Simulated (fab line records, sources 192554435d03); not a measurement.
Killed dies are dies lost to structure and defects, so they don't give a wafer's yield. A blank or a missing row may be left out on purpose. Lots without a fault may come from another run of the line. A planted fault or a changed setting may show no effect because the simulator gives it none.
Split-lot experiment | flow n5_finfet | 7 lots, 21 wafers read, on a route of 1938 steps

THE SPLIT
At N5_BEOL_M7_ETCH_41 (etches SiCN in CH3F/O2, target depth 31.9 nm, time 57.8 s), the setting bias_w was moved away from the recipe's 75 W on 6 of the 21 wafers read, by -6.2% to +14.7%. The other wafers ran this setting at the recipe's value.

The reading is taken at the split's own step.

THE READING
rf_vpp_V, in V, at N5_BEOL_M7_ETCH_41 (etches SiCN in CH3F/O2, target depth 31.9 nm, time 57.8 s). Fault-free wafers of this fab line usually give 297.6 V, standard deviation 1.2 V.

wafer  | tool, chamber at the split | bias_w as run, W | against the recipe | rf_vpp_V, V | against lot-mates on the recipe
L075.1 | rie_diel-05, 1             | 75               | recipe             | 295.6       | -
L075.3 | rie_diel-05, 3             | 75               | recipe             | 296.9       | -
L075.5 | rie_diel-05, 3             | 75               | recipe             | 297.5       | -
L082.1 | rie_diel-03, 2             | 86.02            | +14.7%             | 323.5       | +26.7
L082.4 | rie_diel-03, 0             | 75               | recipe             | 296.8       | -
L082.5 | rie_diel-03, 3             | 86.02            | +14.7%             | 325.7       | +28.9
L081.4 | rie_diel-03, 2             | 75               | recipe             | 296.5       | -
L081.5 | rie_diel-03, 2             | 75               | recipe             | 296.1       | -
L081.6 | rie_diel-03, 3             | 75               | recipe             | 297.5       | -
L085.2 | rie_diel-06, 2             | 75               | recipe             | 296.5       | -
L085.4 | rie_diel-06, 0             | 75               | recipe             | 300.8       | -
L085.6 | rie_diel-06, 0             | 75               | recipe             | 299.3       | -
L086.4 | rie_diel-06, 3             | 83.24            | +11.0%             | 318.8       | +22.0
L086.5 | rie_diel-06, 3             | 75               | recipe             | 296.8       | -
L086.6 | rie_diel-06, 0             | 83.24            | +11.0%             | 319.0       | +22.2
L089.4 | rie_diel-03, 1             | 70.35            | -6.2%              | 287.9       | -9.9
L089.5 | rie_diel-03, 0             | 70.35            | -6.2%              | 285.4       | -12.4
L089.6 | rie_diel-03, 3             | 75               | recipe             | 297.8       | -
L097.1 | rie_diel-05, 1             | 75               | recipe             | 295.5       | -
L097.2 | rie_diel-05, 0             | 75               | recipe             | 298.1       | -
L097.3 | rie_diel-05, 2             | 75               | recipe             | 297.2       | -

THE FIT
A straight line over all 21 wafers: rf_vpp_V changes by +1.87 V for each +1% of bias_w; r = +0.99; the points scatter about the line by 1.4 V.
The same after taking each lot's own level away (the mean of its wafers on the recipe; 21 wafers): +1.91 V for each +1%; r = +1.00; scatter 1.1 V.
On that fit, the largest move of bias_w shifts the reading by 28 V.
The lots' own levels span 296.67 to 298.87 V, that is 1.8 times the standard deviation above.
So the lot-to-lot level changes the slope little: the two slopes agree.
Check: with one of the wafers moved furthest among these (+14.7%) left out of the fit, the line predicts +28.9 V for it against its lot-mates. It came out at +26.7 V against them.
Tool readings at the split's step, against how far the setting was moved: rf_vpp_V r = +0.99.

OTHER SPLITS ON THESE WAFERS
These wafers also went through other splits before the reading. Each is held against what the fit with the lots' levels taken away leaves over:
other split on the same wafers   | wafers away from the commonest value | r with rf_vpp_V (lot level and that fit taken away)
N5_BEOL_M6_TRENCH_ETCH_37 time_s | 7                                    | +0.21

THE FILE'S OWN FIT
rf_vpp_V changes by +1.92 V for each +1% of bias_w, r = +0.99.
